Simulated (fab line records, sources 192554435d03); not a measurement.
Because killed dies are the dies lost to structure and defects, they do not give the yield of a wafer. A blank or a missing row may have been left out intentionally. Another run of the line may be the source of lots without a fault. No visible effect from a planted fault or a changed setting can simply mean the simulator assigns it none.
Split-lot experiment -- flow n5 finfet -- route with 1938 steps; 7 lots, 21 wafers read

== ON THE SPLIT ==
At N5_ZERO_LAYER_PECVD_02 (deposits SiO2 from SiH4/N2O, target thk 10 nm, time 6 s), the setting time s was moved away from the recipe's 6 s on 5 of the 21 wafers read, by -11.9% to +10.5%. This setting was run at the recipe's value on the other wafers.

The split's own step is where the reading is taken.

== THE READING ==
SiO2_of_ZERO_LAYER_PECVD_02.thk nm (the simulator's own value, which no gauge read), in nm, at N5_ZERO_LAYER_PECVD_02 (deposits SiO2 from SiH4/N2O, target thk 10 nm, time 6 s). The file gives no usual value for it. Across the 16 wafers here that went through the recipe, the average is 10.067 nm and the standard deviation 0.16 nm.

wafer,"tool, chamber at the split","time s as run, s",against the recipe,"SiO2_of_ZERO_LAYER_PECVD_02.thk nm, nm",against lot-mates on the recipe
L078.1,"pecvd-01, 0",5.528,-7.9%,9.249,-0.906
L078.3,"pecvd-01, 1",6,recipe,10.08,-
L078.5,"pecvd-01, 0",6,recipe,10.23,-
L079.3,"pecvd-01, 2",6,recipe,10.16,-
L079.4,"pecvd-01, 0",6,recipe,10.33,-
L079.6,"pecvd-01, 1",6,recipe,10.26,-
L081.3,"pecvd-03, 2",5.286,-11.9%,8.78,-1.490
L081.4,"pecvd-03, 1",6,recipe,10.27,-
L081.6,"pecvd-03, 0",5.286,-11.9%,8.904,-1.366
L085.1,"pecvd-03, 2",5.584,-6.9%,9.188,-0.696
L085.2,"pecvd-03, 0",6,recipe,9.931,-
L085.3,"pecvd-03, 1",6,recipe,9.837,-
L089.1,"pecvd-03, 0",6,recipe,10.09,-
L089.3,"pecvd-03, 1",6,recipe,9.922,-
L089.4,"pecvd-03, 1",6,recipe,10.15,-
L092.2,"pecvd-03, 2",6,recipe,10.02,-
L092.3,"pecvd-03, 0",6,recipe,10.07,-
L092.5,"pecvd-03, 0",6,recipe,9.981,-
L093.1,"pecvd-01, 0",6,recipe,9.695,-
L093.4,"pecvd-01, 0",6.628,+10.5%,11.15,+1.277
L093.6,"pecvd-01, 0",6,recipe,10.05,-

THE FIT
A straight line over all 21 wafers: SiO2_of_ZERO_LAYER_PECVD_02.thk nm changes by +0.105 nm for each +1% of time s; r = +0.96; the points scatter about the line by 0.16 nm.
The same after taking each lot's own level away (the mean of its wafers on the recipe; 21 wafers): +0.118 nm for each +1%; r = +0.99; scatter 0.089 nm.
Per that fit: largest time s move, reading shift of 1.4 nm.
From 9.8725 to 10.2700 nm: that is the span of the lots' own levels, equal to 2.4 times the standard deviation above.
In other words, the slope is changed by the lot-to-lot level; the two fits disagree.
Check: for one of the wafers moved furthest among these (-11.9%), held out of the fit, the line's prediction against its lot-mates is -1.37 nm. It came out at -1.49 nm against them.

== THE FILE'S OWN FIT ==
SiO2_of_ZERO_LAYER_PECVD_02.thk nm changes by +0.117 nm for each +1% of time s, r = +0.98.
